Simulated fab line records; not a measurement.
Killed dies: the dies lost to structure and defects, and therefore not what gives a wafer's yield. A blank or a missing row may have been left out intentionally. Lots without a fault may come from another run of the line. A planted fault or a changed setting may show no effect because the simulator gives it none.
fab line records -- flow nandHarc
record: lots: 11, wafers: 33, lastDay: 32
route steps=1302 shown P_ZERO_WELL@41 P_STI@83 END@1302
lots untouched by any fault: they come from a run of this same line in which no faults occurred
startH: the number of hours between the record's first day and the start of the first shown wafer of the lot -- waitH: time in hours since the lot's previous step -- " repeats the value in the row above -- L1.1+2: several wafers, shown together as one row -- - no value, or no start given -- * or withheld: withheld -- < > ~ a bound
route shown NAME@n: names a module that has steps shown in the file, with the first one's number in the route -- usual: mean and standard deviation over wafers with no fault -- same: alike in all rows -- chamber/n: place in a boat -- sites: per-site readings -- _std_site: the values' standard deviation -- _edge_site: mean of outer sites minus mean of inner sites -- radiusMm: for every site, how far away it sits from the centre of the wafer -- mask NAME#n: copy n -- behind: the most recent tool/chamber to have shaped the wafer -- hold: why the lot went on hold/how many hours it stayed there/how the hold came to an end -- device: whichever transistor did not switch (one of n, p or np) -- end of line: the route-end tests of the same wafers -- a step without rows: its recipe alone -- killed: dies that structure and defects cost at the first sort, which is not the same as the wafer's yield -- map: the dies of a wafer, with x for killed, . for not killed, _ for no die there
set.NAME: the setting that was run; set.NAME@STEP: the one run at that earlier step -- model.NAME: the simulator's own value behind a step, which no gauge read
route steps across a sampled set of lots; one table per step, one row per wafer
services: when a tool's chamber went out of use (startH, in hours from the record's first day, below 0 if earlier), for how many hours, and the reason
== steps ==
step: NHARC_P_ZERO_WELL_EXPOSE_34
recipe: na: 0.6, targetCdNm: 720, doseMj: 22.31, maskId: P_PWELL
usual: focusOffsetNm: 0.1/0.54, reticleTempC: 23.00/0.083, stageVelMmS: 499.98/0.23
lot.wafer,tool,chamber,startH,waitH,mask,focusOffsetNm,reticleTempC,stageVelMmS
L755.1,krfScanner-04,0,43.81,-,P_PWELL#0,0.6,23.03,499.94
L755.3,krfScanner-04,0,43.81,-,P_PWELL#0,0.3,23.04,499.89
L755.4,krfScanner-04,0,43.81,-,P_PWELL#0,0.4,23.03,499.98
L757.1,krfScanner-04,0,64.16,-,P_PWELL#0,-0.5,23.04,499.79
L757.4,krfScanner-04,0,64.16,-,P_PWELL#0,-0.8,23.00,500.21
L757.5,krfScanner-04,0,64.16,-,P_PWELL#0,-0.8,22.95,500.13
L758.3,krfScanner-02,0,74.32,-,P_PWELL#0,-0.6,22.95,499.94
L758.4,krfScanner-02,0,74.32,-,P_PWELL#0,0.4,23.07,500.00
L758.6,krfScanner-02,0,74.32,-,P_PWELL#0,0.3,23.11,499.87
L759.1,krfScanner-04,0,84.09,-,P_PWELL#0,-0.3,22.98,500.23
L759.5,krfScanner-04,0,84.09,-,P_PWELL#0,-0.1,22.92,500.05
L759.6,krfScanner-04,0,84.09,-,P_PWELL#0,0.3,23.07,500.24
L766.3,krfScanner-04,0,154.04,-,P_PWELL#0,0.5,23.03,500.26
L766.4,krfScanner-04,0,154.04,-,P_PWELL#0,-0.1,23.03,500.27
L766.5,krfScanner-04,0,154.04,-,P_PWELL#0,-0.2,23.05,500.00
L767.2,krfScanner-04,0,163.96,-,P_PWELL#0,0.6,23.13,499.57
L767.5,krfScanner-04,0,163.96,-,P_PWELL#0,0.4,23.18,499.80
L767.6,krfScanner-04,0,163.96,-,P_PWELL#0,-0.1,22.91,499.80
L768.1,krfScanner-03,0,173.95,-,P_PWELL#0,-0.4,23.08,500.46
L768.2,krfScanner-03,0,173.95,-,P_PWELL#0,-0.2,23.03,499.71
L768.4,krfScanner-03,0,173.95,-,P_PWELL#0,-0.8,22.98,499.87
L769.1,krfScanner-02,0,183.94,-,P_PWELL#0,0.1,22.89,499.73
L769.2,krfScanner-02,0,183.94,-,P_PWELL#0,1.1,22.97,499.46
L769.4,krfScanner-02,0,183.94,-,P_PWELL#0,0.3,23.02,500.11
L770.2,krfScanner-04,0,193.96,-,P_PWELL#0,0.9,23.03,500.24
L770.3,krfScanner-04,0,193.96,-,P_PWELL#0,0.2,22.97,500.48
L770.4,krfScanner-04,0,193.96,-,P_PWELL#0,0.3,23.01,499.94
L771.1,krfScanner-03,0,203.81,-,P_PWELL#0,0.7,23.04,499.66
L771.3,krfScanner-03,0,203.81,-,P_PWELL#0,0.6,23.12,500.31
L771.6,krfScanner-03,0,203.81,-,P_PWELL#0,-0.2,23.01,499.95
L773.1,krfScanner-04,0,225.42,-,P_PWELL#0,-0.4,22.97,499.76
L773.2,krfScanner-04,0,225.42,-,P_PWELL#0,0.1,22.93,499.71
L773.4,krfScanner-04,0,225.42,-,P_PWELL#0,0.1,22.94,500.27
step: NHARC_P_ZERO_WELL_CD_MEAS_37
recipe: targetCdNm: 720, landingEnergyEv: 500
usual: cdNm: 718.4/1.8
same: landingEnergyEv: 500
lot.wafer,tool,chamber,startH,waitH,cdNm
L755.1,cdSem-01,0,43.97,-,717.7
L755.3,cdSem-01,0,43.97,-,717.4
L755.4,cdSem-01,0,43.97,-,717.5
L757.1,cdSem-01,0,64.32,-,744.6
L757.4,cdSem-01,0,64.32,-,760.3
L757.5,cdSem-01,0,64.32,-,805.7
L758.3,cdSem-01,0,74.48,-,720.2
L758.4,cdSem-01,0,74.48,-,721.6
L758.6,cdSem-01,0,74.48,-,719.5
L759.1,cdSem-01,0,84.25,-,797.0
L759.5,cdSem-01,0,84.25,-,739.5
L759.6,cdSem-01,0,84.25,-,745.2
L766.3,cdSem-02,0,154.19,-,717.0
L766.4,cdSem-02,0,154.19,-,717.4
L766.5,cdSem-02,0,154.19,-,718.7
L767.2,cdSem-02,0,164.11,-,722.2
L767.5,cdSem-02,0,164.11,-,716.8
L767.6,cdSem-02,0,164.11,-,718.8
L768.1,cdSem-01,0,174.11,-,716.8
L768.2,cdSem-01,0,174.11,-,718.7
L768.4,cdSem-01,0,174.11,-,721.8
L769.1,cdSem-03,0,184.10,-,717.3
L769.2,cdSem-03,0,184.10,-,715.4
L769.4,cdSem-03,0,184.10,-,717.4
L770.2,cdSem-03,0,194.12,-,720.6
L770.3,cdSem-03,0,194.12,-,719.3
L770.4,cdSem-03,0,194.12,-,720.3
L771.1,cdSem-01,0,203.96,-,719.0
L771.3,cdSem-01,0,203.96,-,717.8
L771.6,cdSem-01,0,203.96,-,716.2
L773.1,cdSem-03,0,225.57,-,718.4
L773.2,cdSem-03,0,225.57,-,719.0
L773.4,cdSem-03,0,225.57,-,721.5
step: NHARC_P_ZERO_WELL_DESCUM_39
recipe: timeS: 3, o2FlowSccm: 200, arFlowSccm: 0, biasPowerW: 0, chemistry: O2
usual: drypumpMotorCurrentA: 5.7/0.48, oesProductAu: 0.999/0.0099, rfVppV: 58.0/0.87, showerheadPlenumPTorr: 1.95/0.065, throttleValvePct: 11.311/0.0097
lot.wafer,tool,chamber,startH,waitH,drypumpMotorCurrentA,oesProductAu,rfHoursCounterH,rfVppV,showerheadPlenumPTorr,throttleValvePct
L755.1,rieDiel-06,2,44.13,-,6.6,0.996,24,56.6,1.90,11.302
L755.3,rieDiel-06,3,44.13,-,5.9,1.000,26,58.6,1.93,11.309
L755.4,rieDiel-06,0,44.13,-,5.5,1.006,25,59.7,2.07,11.322
L757.1,rieDiel-08,3,64.48,-,5.5,0.982,10,58.6,1.83,11.321
L757.4,rieDiel-08,1,64.48,-,5.7,1.011,11,58.0,1.98,11.299
L757.5,rieDiel-08,0,64.48,-,5.2,0.988,-,58.4,1.95,11.302
L758.3,rieDiel-07,3,74.63,-,5.3,0.985,41,58.2,1.91,11.298
L758.4,rieDiel-07,2,74.63,-,5.2,1.002,48,58.3,2.02,11.296
L758.6,rieDiel-07,0,74.63,-,6.1,1.006,-,58.4,2.06,11.323
L759.1,rieDiel-06,2,84.41,-,6.5,0.991,33,58.4,1.90,11.313
L759.6,rieDiel-06,2,84.41,-,6.6,0.988,-,58.9,1.90,11.318
L759.5,rieDiel-06,3,84.41,-,5.9,0.998,-,58.8,1.93,11.294
L766.3,rieDiel-06,0,154.55,-,5.5,0.999,6,58.7,2.05,11.330
L766.4,rieDiel-06,1,154.55,-,5.7,1.012,6,57.3,1.92,11.306
L766.5,rieDiel-06,2,154.55,-,6.6,0.988,-,57.3,1.89,11.305
L767.2,rieDiel-07,0,164.32,-,6.2,1.004,9,59.1,2.05,11.316
L767.6,rieDiel-07,1,164.32,-,5.0,0.984,-,56.9,1.99,11.310
L767.5,rieDiel-07,2,164.32,-,5.2,0.994,-,59.2,2.01,11.317
L768.2,rieDiel-06,2,174.28,-,6.6,0.979,13,57.1,1.89,11.318
L768.1,rieDiel-06,3,174.28,-,5.9,1.000,13,57.5,1.92,11.330
L768.4,rieDiel-06,0,174.28,-,5.5,0.999,13,58.3,2.05,11.322
L769.2,rieDiel-08,1,184.27,-,5.7,1.012,45,57.1,1.97,11.314
L769.4,rieDiel-08,2,184.27,-,5.4,1.010,52,58.3,1.92,11.300
L769.1,rieDiel-08,3,184.27,-,5.5,1.009,52,58.5,1.82,11.315
L770.4,rieDiel-06,1,194.27,-,5.7,1.006,18,59.0,1.92,11.311
L770.2,rieDiel-06,2,194.27,-,6.6,0.985,19,57.2,1.89,11.319
L770.3,rieDiel-06,0,194.27,-,5.5,1.003,20,57.8,2.05,11.313
L771.1,rieDiel-06,3,204.12,-,5.9,1.003,23,57.7,1.92,11.316
L771.3,rieDiel-06,0,204.12,-,5.5,1.006,23,58.9,2.05,11.297
L771.6,rieDiel-06,0,204.12,-,5.5,1.007,-,58.1,2.05,11.325
L773.1,rieDiel-07,3,225.75,-,5.3,1.015,24,59.2,1.90,11.304
L773.4,rieDiel-07,0,225.75,-,6.2,1.003,27,56.0,2.05,11.311
L773.2,rieDiel-07,1,225.75,-,5.0,1.000,30,58.4,1.98,11.318
step: NHARC_P_STI_CD_MEAS_09
recipe: targetCdNm: 200, landingEnergyEv: 500
usual: cdNm: 199.3/2.1
same: landingEnergyEv: 500
lot.wafer,tool,chamber,startH,waitH,cdNm
L755.1,cdSem-03,0,64.51,-,200.6
L755.3,cdSem-03,0,64.51,-,201.5
L755.4,cdSem-03,0,64.51,-,200.5
L757.1,cdSem-01,0,85.79,-,195.4
L757.4,cdSem-01,0,85.79,-,198.5
L757.5,cdSem-01,0,85.79,-,195.3
L758.3,cdSem-02,0,94.68,-,199.1
L758.4,cdSem-02,0,94.68,-,197.6
L758.6,cdSem-02,0,94.68,-,200.0
L759.1,cdSem-03,0,102.20,-,199.6
L759.5,cdSem-03,0,102.20,-,196.5
L759.6,cdSem-03,0,102.20,-,201.1
L766.3,cdSem-03,0,174.14,-,199.7
L766.4,cdSem-03,0,174.14,-,202.4
L766.5,cdSem-03,0,174.14,-,199.6
L767.2,cdSem-03,0,182.71,-,197.5
L767.5,cdSem-03,0,182.71,-,199.4
L767.6,cdSem-03,0,182.71,-,198.9
L768.1,cdSem-03,0,191.96,-,198.8
L768.2,cdSem-03,0,191.96,-,201.2
L768.4,cdSem-03,0,191.96,-,200.1
L769.1,cdSem-02,0,202.93,-,201.2
L769.2,cdSem-02,0,202.93,-,197.9
L769.4,cdSem-02,0,202.93,-,201.1
L770.2,cdSem-01,0,212.76,-,201.1
L770.3,cdSem-01,0,212.76,-,200.0
L770.4,cdSem-01,0,212.76,-,202.2
L771.1,cdSem-01,0,223.42,-,200.9
L771.3,cdSem-01,0,223.42,-,201.5
L771.6,cdSem-01,0,223.42,-,198.8
L773.1,cdSem-01,0,244.23,-,202.8
L773.2,cdSem-01,0,244.23,-,196.4
L773.4,cdSem-01,0,244.23,-,197.0
step: NHARC_P_STI_ETCH_15
recipe: targetDepthA: 3000, taperDeg: 4, timeS: 100.1, hbrFlowSccm: 150, cl2FlowSccm: 50, rfW: 400, icpW: 400, biasW: 100, chemistry: HBr/Cl2
usual: drypumpMotorCurrentA: 5.8/0.44, oesProductAu: 1.003/0.008, throttleValvePct: 26.406/0.0086
lot.wafer,tool,chamber,startH,waitH,drypumpMotorCurrentA,oesProductAu,rfHoursCounterH,throttleValvePct
L755.4,rieSi-04,0,65.07,-,5.7,1.011,0.43,26.391
L755.3,rieSi-04,1,65.07,-,6.0,0.998,0.46,26.416
L755.1,rieSi-04,2,65.07,-,5.2,1.000,0.42,26.419
L757.1,rieSi-03,1,86.35,-,6.5,0.997,0.25,26.413
L757.4,rieSi-03,2,86.35,-,5.5,0.992,0.24,26.393
L757.5,rieSi-03,3,86.35,-,6.2,1.008,-,26.404
L758.4,rieSi-06,0,95.21,-,6.4,1.001,0.04,26.411
L758.3,rieSi-06,3,95.21,-,5.9,0.991,0.03,26.405
L758.6,rieSi-06,0,95.21,-,6.4,1.001,-,26.411
L759.1,rieSi-06,2,102.73,-,5.5,1.000,0.07,26.412
L759.5,rieSi-06,2,102.73,-,5.5,1.001,-,26.398
L759.6,rieSi-06,3,102.73,-,5.9,1.007,-,26.388
L766.3,rieSi-03,2,174.72,-,5.4,1.015,0.81,26.408
L766.4,rieSi-03,3,174.72,-,6.2,1.000,0.81,26.395
L766.5,rieSi-03,1,174.72,-,6.5,1.006,-,26.420
L767.2,rieSi-04,1,183.27,-,6.0,1.013,0.07,26.405
L767.5,rieSi-04,3,183.27,-,5.5,1.009,-,26.406
L767.6,rieSi-04,0,183.27,-,5.7,1.013,-,26.406
L768.4,rieSi-06,1,192.53,-,6.5,1.008,0.71,26.405
L768.1,rieSi-06,2,192.53,-,5.5,0.999,0.70,26.397
L768.2,rieSi-06,3,192.53,-,5.9,1.003,0.62,26.422
L769.1,rieSi-06,1,203.48,-,6.5,0.997,0.79,26.402
L769.2,rieSi-06,3,203.48,-,5.9,1.004,0.66,26.401
L769.4,rieSi-06,3,203.48,-,5.9,1.003,-,26.393
L770.4,rieSi-04,3,213.30,-,5.5,1.003,0.25,26.405
L770.3,rieSi-04,1,213.30,-,6.0,1.015,0.23,26.388
L770.2,rieSi-04,2,213.30,-,5.2,1.002,0.18,26.401
L771.1,rieSi-04,0,223.98,-,5.7,1.010,0.43,26.416
L771.3,rieSi-04,2,223.98,-,5.2,1.014,0.28,26.395
L771.6,rieSi-04,0,223.98,-,5.7,1.004,-,26.407
L773.4,rieSi-04,3,244.76,-,5.5,1.002,0.57,26.424
L773.2,rieSi-04,1,244.76,-,6.0,1.004,0.46,26.412
L773.1,rieSi-04,2,244.76,-,5.2,1.000,0.39,26.409
step: NHARC_END_SORT_01
recipe: tempC: 25
usual: killedAtArray: 58/20, killedAtOther: 1.0/1.2, killedAtPeriphery: 4.1/3, killedDies: 63/20, killedOpen: 3.2/1.7, killedShort: 2.5/1.5
same: grossDies: 677
lot.wafer,tool,chamber,startH,waitH,killedAtArray,killedAtOther,killedAtPeriphery,killedDies,killedOpen,killedShort
L757.1,prober-01,0,600.06,2.5,28,3,2,33,1,6
L757.4,prober-01,0,602.46,3.4,24,3,5,32,3,4
L757.5,prober-01,0,603.26,3.7,26,3,27,56,3,4
L759.1,prober-02,0,605.02,2.5,29,2,12,43,1,4
L759.5,prober-02,0,608.20,3.7,28,1,2,31,4,4
L759.6,prober-02,0,608.99,4.0,21,1,7,29,9,2
killed by level:class
L757.1 A_CONTACT:chamberFilmFlake=9 A_CHANNEL_HOLE_D2:chamberFilmFlake=7 A_CHANNEL_HOLE_D1:chamberFilmFlake=3 THIN_TSV:chamberFilmFlake=3 P_M0:geometricParticle:open=1 A_CHANNEL_HOLE_D1:geometricParticle:short=1 A_CHANNEL_FILL_D1:geometricParticle:short=1 A_ONON_D2:geometricParticle:short=1
L757.4 A_CHANNEL_HOLE_D2:chamberFilmFlake=12 A_CONTACT:chamberFilmFlake=3 A_CHANNEL_FILL_D1:geometricParticle:open=2 P_GATE:chamberFilmFlake=2 A_CHANNEL_HOLE_D1:chamberFilmFlake=2 THIN_TSV:chamberFilmFlake=2 P_M0:geometricParticle:short=1 A_DECK1_JOINT:geometricParticle:short=1
L757.5 P_ZERO_WELL:areaExpose=24 A_CHANNEL_HOLE_D2:chamberFilmFlake=10 A_CHANNEL_HOLE_D1:chamberFilmFlake=7 A_CONTACT:chamberFilmFlake=3 THIN_TSV:chamberFilmFlake=2 P_GATE:geometricParticle:open=1 A_CHANNEL_HOLE_D1:geometricParticle:short=1 A_ONON_D2:geometricParticle:short=1
L759.1 A_CHANNEL_HOLE_D2:chamberFilmFlake=12 P_ZERO_WELL:areaExpose=11 A_CONTACT:chamberFilmFlake=9 A_CHANNEL_HOLE_D1:chamberFilmFlake=3 THIN_TSV:chamberFilmFlake=2 A_ONON_D2:geometricParticle:short=1 A_WL_FILL:geometricParticle:short=1 A_M0:geometricParticle:open=1
L759.5 A_CHANNEL_HOLE_D2:chamberFilmFlake=9 A_CONTACT:chamberFilmFlake=7 A_CHANNEL_HOLE_D1:chamberFilmFlake=2 P_M0:geometricParticle:open=1 A_DECK1_JOINT:geometricParticle:short=1 A_CHANNEL_FILL_D2:geometricParticle:open=1 A_CHANNEL_FILL_D2:geometricParticle:short=1 A_SGD_CUT:geometricParticle:short=1
L759.6 A_CHANNEL_HOLE_D2:chamberFilmFlake=9 P_CONTACT:geometricParticle:open=3 A_CHANNEL_HOLE_D1:chamberFilmFlake=3 P_M0:geometricParticle:open=2 A_M0:geometricParticle:open=2 A_CONTACT:chamberFilmFlake=2 A_CHANNEL_FILL_D1:geometricParticle:short=1 A_ONON_D2:geometricParticle:open=1
== services ==
tool,chamber,startH,hours,kind
rieSi-06,3,39.81,3.6,repair
rieSi-03,-,44.00,9.0,pm
krfScanner-03,-,52.00,4.0,pm
krfScanner-02,-,60.22,0.4,repair
rieDiel-07,-,65.31,0.4,repair
rieSi-06,-,72.00,9.0,pm
krfScanner-02,-,95.66,4.0,pm
rieSi-04,-,95.83,0.8,repair
rieSi-04,0,99.27,7.1,repair
rieSi-03,-,99.69,0.4,repair
rieDiel-07,-,117.20,9.0,pm
krfScanner-02,-,121.27,0.6,repair
rieSi-04,-,127.09,0.1,repair
rieDiel-07,0,127.55,1.2,repair
rieDiel-06,-,130.74,9.0,pm
rieSi-04,0,151.95,6.1,repair
rieSi-04,-,165.00,9.0,pm
krfScanner-04,-,169.11,1.5,repair
krfScanner-04,-,181.94,1.2,repair
rieDiel-07,2,184.42,8.1,repair
rieSi-06,0,185.21,4.0,repair
rieSi-06,2,200.38,10.9,repair
rieDiel-06,2,213.07,3.7,repair
krfScanner-04,-,230.22,6.8,repair
== key ==
firstSign: step: NHARC_P_ZERO_WELL_CD_MEAS_37, reading: cdNm, direction: up, sigmas: 25, usual: 718.4, struck: 765.4
effect: step: NHARC_END_SORT_01, reading: killedAtPeriphery, direction: up, sigmas: 1.7, usual: 4.1, struck: 9.2, wafersMoved: 2
metAt NHARC_P_ZERO_WELL_EXPOSE_34
struckLots L757,L759
testerLeftOut L757,L759
notActingAt NHARC_P_ZERO_WELL_DESCUM_39,NHARC_P_STI_CD_MEAS_09,NHARC_P_STI_ETCH_15
onsetBetween 43.81 64.16
fault: kind: processParameterDrift, tool: krfScanner-04, chamber: -, onsetH: 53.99, steps: NHARC_P_ZERO_WELL_EXPOSE_34, channel: focusNm, offset: 531.01, spreadByWafer: 0.3, shape: step, endH: 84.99
testerLeftOut: of these lots the tester's yield and bins aren't shown, on N5 and GAA mostly nor the transistor test; their killed dies are dies lost to structure and defects alone, not to doping, threshold or leakage, so they don't give the yield
